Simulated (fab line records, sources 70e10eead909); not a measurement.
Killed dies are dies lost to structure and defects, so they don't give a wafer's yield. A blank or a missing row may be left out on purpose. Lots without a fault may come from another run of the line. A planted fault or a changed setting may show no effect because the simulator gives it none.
Which tool did it? | flow nand_harc | 12 lots, 36 wafers sampled, at 5 steps of a route of 1302

WHAT THE GAUGES READ, wafer by wafer
NHARC_END_SORT_01. Usual: killed_at_array 46, standard deviation 16; killed_at_other 0.9, standard deviation 1.3; killed_at_periphery 4.1, standard deviation 3; killed_dies 51, standard deviation 17; killed_open 3.5, standard deviation 1.8; killed_short 2.5, standard deviation 1.8.
lot  | measured     | on        | killed_at_array | killed_at_other | killed_at_periphery | killed_dies | killed_open | killed_short | flag
L732 | day 24 20:01 | prober-01 | 81 72 66        | 1 0 0           | 2 1 5               | 84 73 71    | 5 3 4       | 1 1 2        |
L736 | day 27 03:20 | prober-02 | 34 63 42        | 1 1 0           | 5 2 0               | 40 66 42    | 4 1 2       | 1 3 1        |
L740 | day 28 10:43 | prober-01 | 61 75 56        | 0 1 0           | 0 6 2               | 61 82 58    | 7 0 5       | 2 6 2        |
L739 | day 28 11:32 | prober-02 | 41 38 42        | 2 0 2           | 8 7 4               | 51 45 48    | 4 3 2       | 1 3 1        |
L742 | day 28 20:07 | prober-02 | 37 42 37        | 0 0 1           | 0 2 1               | 37 44 39    | 5 4 8       | 0 4 1        |
L741 | day 28 20:07 | prober-01 | 673 673 675     | 2 3 1           | 2 1 1               | 677 677 677 | 0 3 4       | 2 2 1        | OFF
L743 | day 29 18:41 | prober-01 | 668 671 669     | 1 2 0           | 8 4 8               | 677 677 677 | 3 5 1       | 1 1 0        | OFF
L744 | day 29 07:43 | prober-02 | 673 673 674     | 0 1 0           | 4 3 3               | 677 677 677 | 5 4 5       | 0 4 4        | OFF
L751 | day 32 18:41 | prober-01 | 54 59 65        | 2 0 2           | 5 7 7               | 61 66 74    | 2 3 5       | 2 8 1        |
L750 | day 33 02:43 | prober-01 | 40 36 43        | 0 0 0           | 5 3 2               | 45 39 45    | 7 1 3       | 2 2 2        |
L749 | day 33 01:32 | prober-02 | 30 46 34        | 2 0 3           | 11 6 6              | 43 52 43    | 5 5 2       | 2 6 4        |
L752 | day 33 15:07 | prober-02 | 46 43 60        | 2 5 2           | 8 9 6               | 56 57 68    | 3 3 3       | 5 5 6        |

WHICH TOOL RAN EACH LOT (tool, then ch and the chambers of the sampled wafers, then the start)
lot  | NHARC_A_STAIRCASE_DESCUM_443       | NHARC_A_STAIRCASE_CMP_450     | NHARC_A_STAIRCASE_CMP_152     | NHARC_A_STAIRCASE_ETCHBACK_157
L732 | rie_diel-13 ch 0,1, day 19 05:35   | cmp-01 ch 0,1, day 19 10:52   | cmp-01 ch 0,1, day 19 10:57   | rie_diel-13 ch 1,3, day 19 11:49
L736 | rie_diel-02 ch 0,3, day 21 15:32   | cmp-01 ch 0,2,3, day 21 22:28 | cmp-01 ch 0,2,3, day 21 22:32 | rie_diel-10 ch 1,3, day 21 23:23
L740 | rie_diel-10 ch 0,1,2, day 22 21:20 | cmp-02 ch 1,2,3, day 23 03:05 | cmp-02 ch 1,2,3, day 23 03:09 | rie_diel-02 ch 1,2,3, day 23 03:58
L739 | rie_diel-02 ch 1,2,3, day 22 22:07 | cmp-04 ch 0,2,3, day 23 03:34 | cmp-04 ch 0,2,3, day 23 03:38 | rie_diel-13 ch 1,2,3, day 23 04:28
L742 | rie_diel-10 ch 0,1,2, day 23 11:41 | cmp-02 ch 0,1,3, day 23 16:58 | cmp-02 ch 0,1,3, day 23 17:03 | rie_diel-13 ch 0,2,3, day 23 18:05
L741 | rie_diel-02 ch 0,1,2, day 23 11:50 | cmp-04 ch 0,3, day 23 17:10   | cmp-04 ch 0,3, day 23 17:14   | rie_diel-13 ch 0,3, day 23 18:15
L743 | rie_diel-10 ch 2,3, day 23 16:11   | cmp-04 ch 1,2,3, day 23 21:24 | cmp-04 ch 1,2,3, day 23 21:28 | rie_diel-13 ch 0,3, day 23 22:17
L744 | rie_diel-02 ch 1,3, day 23 16:22   | cmp-01 ch 1,3, day 23 21:36   | cmp-01 ch 1,3, day 23 21:40   | rie_diel-13 ch 1,2, day 23 22:32
L751 | rie_diel-13 ch 0,1,3, day 27 00:26 | cmp-04 ch 1,2,3, day 27 05:42 | cmp-04 ch 1,2,3, day 27 05:47 | rie_diel-13 ch 0,1,3, day 27 06:35
L750 | rie_diel-02 ch 0,1,2, day 27 00:28 | cmp-01 ch 0,1,2, day 27 05:59 | cmp-01 ch 0,1,2, day 27 06:04 | rie_diel-13 ch 0,3, day 27 06:52
L749 | rie_diel-10 ch 0,2,3, day 27 00:29 | cmp-02 ch 0,1,3, day 27 05:46 | cmp-02 ch 0,1,3, day 27 05:50 | rie_diel-10 ch 0,2,3, day 27 06:40
L752 | rie_diel-10 ch 0,1,3, day 28 00:41 | cmp-02 ch 0,2,3, day 28 06:01 | cmp-02 ch 0,2,3, day 28 06:05 | rie_diel-02 ch 1,2,3, day 28 06:59
- NHARC_A_STAIRCASE_DESCUM_443: chemistry O2, time 3 s.
- NHARC_A_STAIRCASE_CMP_450: polishes SiO2, target thk 200 nm.
- NHARC_A_STAIRCASE_CMP_152: polishes.
- NHARC_A_STAIRCASE_ETCHBACK_157: etches the open film in CH3F/O2, target depth 90 nm, time 167.14 s.

WHAT THE TOOLS THEMSELVES READ (means of the sampled wafers that have a number; where no wafer has one, the mark that the record gives instead)
NHARC_A_STAIRCASE_DESCUM_443. Usual: drypump_motor_current_A 5.6 A, standard deviation 0.43; oes_product_au 1.003 a.u., standard deviation 0.0098; rf_vpp_V 57.8 V, standard deviation 1; showerhead_plenum_p_Torr 1.90 Torr, standard deviation 0.089; throttle_valve_pct 11.313 %, standard deviation 0.0084.
lot  | tool        | drypump_motor_current_A (A) | oes_product_au (a.u.) | rf_vpp_V (V) | showerhead_plenum_p_Torr (Torr) | throttle_valve_pct (%) | flag
L732 | rie_diel-13 | 6.0                         | 1.003                 | 57.2         | 1.92                            | 11.313                 |
L736 | rie_diel-02 | 4.9                         | 1.005                 | 58.1         | 1.94                            | 11.313                 |
L740 | rie_diel-10 | 5.5                         | 0.996                 | 57.2         | 1.86                            | 11.310                 |
L739 | rie_diel-02 | 5.5                         | 1.006                 | 59.3         | 1.96                            | 11.307                 |
L742 | rie_diel-10 | 5.5                         | 1.000                 | 57.0         | 1.86                            | 11.321                 |
L741 | rie_diel-02 | 5.7                         | 1.002                 | 58.3         | 1.97                            | 11.315                 |
L743 | rie_diel-10 | 5.4                         | 0.998                 | 56.9         | 1.81                            | 11.313                 |
L744 | rie_diel-02 | 5.9                         | 1.004                 | 58.5         | 2.01                            | 11.310                 |
L751 | rie_diel-13 | 5.8                         | 1.008                 | 57.6         | 1.94                            | 11.313                 |
L750 | rie_diel-02 | 5.7                         | 1.010                 | 58.3         | 1.96                            | 11.309                 |
L749 | rie_diel-10 | 5.5                         | 1.006                 | 57.8         | 1.81                            | 11.310                 |
L752 | rie_diel-10 | 5.6                         | 1.007                 | 57.7         | 1.83                            | 11.319                 |

NHARC_A_STAIRCASE_CMP_450. Usual: motor_current_A 11.6 A, standard deviation 1.3; slurry_filter_dp_kPa 13.48 kPa, standard deviation 0.14.
lot  | tool   | motor_current_A (A) | slurry_filter_dp_kPa (kPa) | flag
L732 | cmp-01 | 9.8                 | 13.45                      |
L736 | cmp-01 | 10.3                | 13.40                      |
L740 | cmp-02 | 12.2                | 13.48                      |
L739 | cmp-04 | 12.1                | 13.51                      |
L742 | cmp-02 | 12.5                | 13.54                      |
L741 | cmp-04 | 11.1                | 13.49                      |
L743 | cmp-04 | 12.3                | 13.54                      |
L744 | cmp-01 | 10.5                | 13.50                      |
L751 | cmp-04 | 12.4                | 13.41                      |
L750 | cmp-01 | 10.0                | 13.53                      |
L749 | cmp-02 | 12.6                | 13.60                      |
L752 | cmp-02 | 11.9                | 13.49                      |

NHARC_A_STAIRCASE_CMP_152. Usual: motor_current_A 11.5 A, standard deviation 1.3; slurry_filter_dp_kPa 13.50 kPa, standard deviation 0.13.
lot  | tool   | motor_current_A (A) | slurry_filter_dp_kPa (kPa) | flag
L732 | cmp-01 | 9.9                 | 13.43                      |
L736 | cmp-01 | 10.4                | 13.47                      |
L740 | cmp-02 | 12.3                | 13.46                      |
L739 | cmp-04 | 11.9                | 13.56                      |
L742 | cmp-02 | 12.3                | 13.47                      |
L741 | cmp-04 | 11.3                | 13.58                      |
L743 | cmp-04 | 11.9                | 13.50                      |
L744 | cmp-01 | 10.2                | 13.50                      |
L751 | cmp-04 | 12.0                | 13.56                      |
L750 | cmp-01 | 9.8                 | 13.49                      |
L749 | cmp-02 | 12.1                | 13.44                      |
L752 | cmp-02 | 11.8                | 13.45                      |

NHARC_A_STAIRCASE_ETCHBACK_157. Usual: bias_w 100.0 W, standard deviation 0.32; ch3f_flow_sccm 50.02 sccm, standard deviation 0.14; drypump_motor_current_A 5.6 A, standard deviation 0.38; oes_product_au 0.97 a.u., standard deviation 0.034; rf_vpp_V 243.8 V, standard deviation 1.8; showerhead_plenum_p_Torr 2.42 Torr, standard deviation 0.11; throttle_valve_pct 20.664 %, standard deviation 0.0097.
lot  | tool        | bias_w (W) | ch3f_flow_sccm (sccm) | drypump_motor_current_A (A) | oes_product_au (a.u.) | rf_vpp_V (V) | showerhead_plenum_p_Torr (Torr) | throttle_valve_pct (%) | flag
L732 | rie_diel-13 | 100.0      | 50.05                 | 5.6                         | 1.00                  | 242.6        | 2.36                            | 20.663                 |
L736 | rie_diel-10 | 99.6       | 49.96                 | 5.6                         | 0.92                  | 243.6        | 2.40                            | 20.660                 |
L740 | rie_diel-02 | 100.2      | 50.00                 | 5.5                         | 0.93                  | 245.5        | 2.51                            | 20.672                 |
L739 | rie_diel-13 | 100.5      | 50.05                 | 5.5                         | 1.00                  | 244.5        | 2.50                            | 20.662                 |
L742 | rie_diel-13 | 99.9       | 49.94                 | 5.6                         | 1.00                  | 244.0        | 2.45                            | 20.663                 |
L741 | rie_diel-13 | -          | -                     | -                           | -                     | -            | -                               | -                      | OFF
L743 | rie_diel-13 | -          | -                     | -                           | -                     | -            | -                               | -                      | OFF
L744 | rie_diel-13 | -          | -                     | -                           | -                     | -            | -                               | -                      | OFF
L751 | rie_diel-13 | 99.8       | 49.94                 | 5.8                         | 0.97                  | 245.2        | 2.49                            | 20.665                 |
L750 | rie_diel-13 | 99.9       | 49.93                 | 5.8                         | 0.98                  | 244.2        | 2.45                            | 20.668                 |
L749 | rie_diel-10 | 100.1      | 49.95                 | 5.5                         | 0.93                  | 242.4        | 2.33                            | 20.659                 |
L752 | rie_diel-02 | 100.0      | 49.88                 | 5.5                         | 0.93                  | 245.9        | 2.50                            | 20.661                 |

THE ANSWER, worked out from the rows above alone
Rule: a lot is off if the mean of its wafers that have a number lies more than 3 standard deviations from the usual mean. A lot without any number at a reading at which 4 lots or more have one is off too. The other lots that the step has rows for count as sound. The gauges are gone through in route order, then the tools' own readings, and for those a lot's mean is taken as printed above. The first step at which some lot is off is used, and at that step the reading that is off furthest; a lot without a number counts as furthest.
Off: L741, L743, L744, at NHARC_END_SORT_01 (killed_at_array).
A tool fits if, at a process step before that reading, it ran every lot that is off, and no sound lot after the first of them. The gauges at NHARC_END_SORT_01 aren't tried: what is off there is off at NHARC_A_STAIRCASE_ETCHBACK_157 too, on other tools, and a gauge's error can't cause that. None of those tried fits.

WHAT THE SIMULATOR HAD PUT IN
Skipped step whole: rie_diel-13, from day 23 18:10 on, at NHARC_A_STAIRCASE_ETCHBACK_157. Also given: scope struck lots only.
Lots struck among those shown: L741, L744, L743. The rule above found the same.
